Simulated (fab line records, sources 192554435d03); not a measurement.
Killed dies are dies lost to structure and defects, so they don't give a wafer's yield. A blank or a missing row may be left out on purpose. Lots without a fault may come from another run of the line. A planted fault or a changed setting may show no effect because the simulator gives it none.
Which tool did it? | flow n5_finfet | 24 lots, 72 wafers sampled, at 2 steps of a route of 1938

WHAT THE GAUGES READ, wafer by wafer
N5_BEOL_M2_CD_MEAS_28: target cd 26.2 nm, target cd y 24.1 nm.
lot  | measured     | on        | cd_nm (nm)
L074 | day 6 13:31  | cd_sem-01 | 26.71 26.68 25.92
L075 | day 7 01:46  | cd_sem-03 | 26.08 26.32 26.34
L076 | day 7 02:04  | cd_sem-01 | 26.33 26.33 25.87
L077 | day 7 04:04  | cd_sem-03 | 26.40 26.21 26.47
L078 | day 7 11:15  | cd_sem-02 | 26.30 26.26 26.48
L079 | day 7 15:00  | cd_sem-03 | 26.25 26.22 26.32
L080 | day 7 18:33  | cd_sem-03 | 26.47 26.14 25.89
L081 | day 8 10:29  | cd_sem-03 | 26.03 26.15 26.06
L082 | day 8 20:49  | cd_sem-03 | 26.09 26.54 26.08
L083 | day 8 22:15  | cd_sem-01 | 26.13 25.97 26.02
L084 | day 8 22:29  | cd_sem-02 | 26.31 26.96 26.12
L085 | day 9 09:55  | cd_sem-02 | 26.21 26.15 26.84
L086 | day 9 19:10  | cd_sem-03 | 26.61 25.98 26.63
L088 | day 9 20:38  | cd_sem-01 | 26.17 26.22 26.35
L087 | day 9 20:59  | cd_sem-03 | 26.17 26.12 26.24
L089 | day 10 07:17 | cd_sem-01 | 26.22 26.32 26.43
L090 | day 10 14:21 | cd_sem-02 | 26.34 26.40 26.11
L091 | day 10 22:15 | cd_sem-01 | 26.33 25.95 26.52
L092 | day 11 06:33 | cd_sem-01 | 26.38 26.14 26.59
L093 | day 11 08:28 | cd_sem-02 | 26.25 26.32 26.39
L094 | day 11 12:20 | cd_sem-01 | 26.19 26.42 26.16
L095 | day 11 20:25 | cd_sem-02 | 26.85 26.92 26.40
L096 | day 12 02:18 | cd_sem-03 | 26.07 26.17 26.05
L097 | day 12 03:35 | cd_sem-01 | 26.06 26.26 26.17

N5_BEOL_M2_OVL_MEAS_29.
lot  | measured     | on         | V1_OVL (nm)
L074 | day 6 13:33  | overlay-02 | -0.4 0.5 0.5
L075 | day 7 01:47  | overlay-01 | -0.3 -0.8 -0.9
L076 | day 7 02:06  | overlay-02 | -1.0 0.0 -1.4
L077 | day 7 04:06  | overlay-01 | 0.2 1.0 0.2
L078 | day 7 11:17  | overlay-01 | -0.7 -0.5 -1.1
L079 | day 7 15:02  | overlay-01 | -0.1 0.0 0.2
L080 | day 7 18:35  | overlay-01 | 0.6 0.2 0.7
L081 | day 8 10:31  | overlay-01 | 1.5 0.5 2.3
L082 | day 8 20:52  | overlay-01 | 0.7 0.7 0.3
L083 | day 8 22:17  | overlay-02 | 0.2 0.6 0.7
L084 | day 8 22:31  | overlay-01 | 0.2 0.1 -0.4
L085 | day 9 09:56  | overlay-02 | -0.2 0.1 -0.7
L086 | day 9 19:12  | overlay-02 | 0.7 0.3 -0.3
L088 | day 9 20:40  | overlay-02 | 1.1 0.0 1.2
L087 | day 9 21:01  | overlay-02 | -0.7 -0.3 0.3
L089 | day 10 07:20 | overlay-02 | -0.2 -0.3 -0.4
L090 | day 10 14:23 | overlay-02 | 0.2 0.1 0.3
L091 | day 10 22:17 | overlay-01 | 0.9 0.2 -0.3
L092 | day 11 06:35 | overlay-01 | -0.7 0.6 0.1
L093 | day 11 08:31 | overlay-02 | 0.0 0.1 -0.5
L094 | day 11 12:23 | overlay-02 | -0.2 0.7 -0.5
L095 | day 11 20:26 | overlay-02 | -0.9 0.8 0.6
L096 | day 12 02:20 | overlay-01 | 0.3 1.2 0.3
L097 | day 12 03:37 | overlay-02 | -1.5 -0.6 -0.7

WHICH TOOL RAN EACH LOT (tool, then ch and the chambers of the sampled wafers, then the start)
The record holds no process step before these readings.

WHAT THE TOOLS THEMSELVES READ (means of the sampled wafers that have a number; where no wafer has one, the mark that the record gives instead)
The record holds no such reading with a usual standard deviation.

THE ANSWER, worked out from the rows above alone
Rule: what is usual is taken from the lots themselves. Put in order of their means at a reading, lots are off if they are a third of the lots or fewer, leave a main group of 4 or more, and stand apart from it by a gap of 3 or more times the standard deviation of the main group's means; of several such gaps the widest counts. A main group whose means are all the same, to the digits that the tables above print for the reading, isn't used. A lot without any number at a reading at which 4 lots or more have one is off too. The other lots that the step has rows for count as sound. The gauges are gone through in route order, then the tools' own readings, and for those a lot's mean is taken as printed above. The first step at which some lot is off is used, and at that step the reading that is off furthest; a lot without a number counts as furthest.
No lot is off at any reading shown: from this, nothing can be told.

WHAT THE SIMULATOR HAD PUT IN
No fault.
